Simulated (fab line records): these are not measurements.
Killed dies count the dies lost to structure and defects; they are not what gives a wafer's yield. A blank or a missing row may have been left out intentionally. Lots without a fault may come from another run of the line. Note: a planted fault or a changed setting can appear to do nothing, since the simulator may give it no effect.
Matching of chambers -- flow nand_harc -- NHARC_A_CONTACT_CMP_20 on cmp-03 has 4 sister chambers
The step polishes, t overpolish 30 s, target thk 300 nm. 20 wafers are shown with their chamber, then 10 later ones without.

EACH WAFER AND ITS CHAMBER
wafer,chamber,motor_current_A (A),retaining_ring_pressure_frac,overpolish_run_s (s)
L078.3,3,13.3,0.994,29.985
L078.4,2,13.5,1.003,29.994
L078.5,1,11.9,1.006,30.002
L080.1,3,13.8,0.995,29.989
L080.2,1,12.0,0.989,30.008
L080.3,0,10.5,0.997,30.012
L082.2,3,13.0,1.008,30.009
L082.3,0,10.8,0.991,29.989
L082.6,0,10.7,0.993,29.983
L083.2,3,13.7,1.001,29.995
L083.4,0,10.2,0.999,30.002
L083.5,0,10.5,1.004,29.996
L084.1,2,12.6,1.003,29.990
L084.4,1,11.4,1.001,30.012
L084.6,0,10.3,1.002,29.999
L086.1,1,11.6,0.998,30.006
L086.2,3,14.1,0.998,30.002
L086.4,0,10.6,0.992,29.996
L092.2,0,10.7,0.993,30.005
L092.3,2,12.9,1.005,30.008

SIGNATURES (averages over the wafers above)
reading,chamber 0,chamber 1,chamber 2,chamber 3,scatter within a chamber
motor_current_A,10.537,11.725,13.000,13.580,0.325
retaining_ring_pressure_frac,0.99638,0.99850,1.00367,0.99920,0.00531
overpolish_run_s,29.99775,30.00700,29.99733,29.99600,0.0086
Rule: a wafer lies at a distance from a chamber equal to the root of the sum of squares, over the readings, of (its reading less the chamber's mean, divided by the reading's scatter). The wafer belongs to the nearest chamber; if the next one is less than 2 further off, it can't be placed. How the scatter is found: for the shown wafers, subtract from each reading the mean of its chamber, square and add these, divide the total by (wafers less chambers), then take the root.

WAFERS MISSING THEIR CHAMBER
wafer,motor_current_A (A),retaining_ring_pressure_frac,overpolish_run_s (s)
L092.6,10.7,0.992,29.978
L093.2,10.5,1.001,30.002
L093.3,11.5,1.010,30.003
L093.4,14.0,0.989,29.996
L094.4,14.1,1.003,30.012
L094.5,12.9,1.008,29.991
L094.6,13.8,0.991,29.985
L096.3,12.9,1.001,29.998
L096.4,11.7,1.006,30.000
L096.5,12.8,1.003,29.989

THE CHAMBER EACH PASSED THROUGH
wafer,from the rows above,in truth
L092.6,0,0
L093.2,0,0
L093.3,can't be placed: 1 or 0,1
L093.4,can't be placed: 3 or 2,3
L094.4,can't be placed: 3 or 2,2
L094.5,can't be placed: 2 or 3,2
L094.6,can't be placed: 3 or 2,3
L096.3,can't be placed: 2 or 3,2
L096.4,1,1
L096.5,can't be placed: 2 or 3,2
Placed correctly: 3 of 10. Not placeable from these rows: 7 (in 7, the candidates include the true chamber). Number placed wrongly: 0.
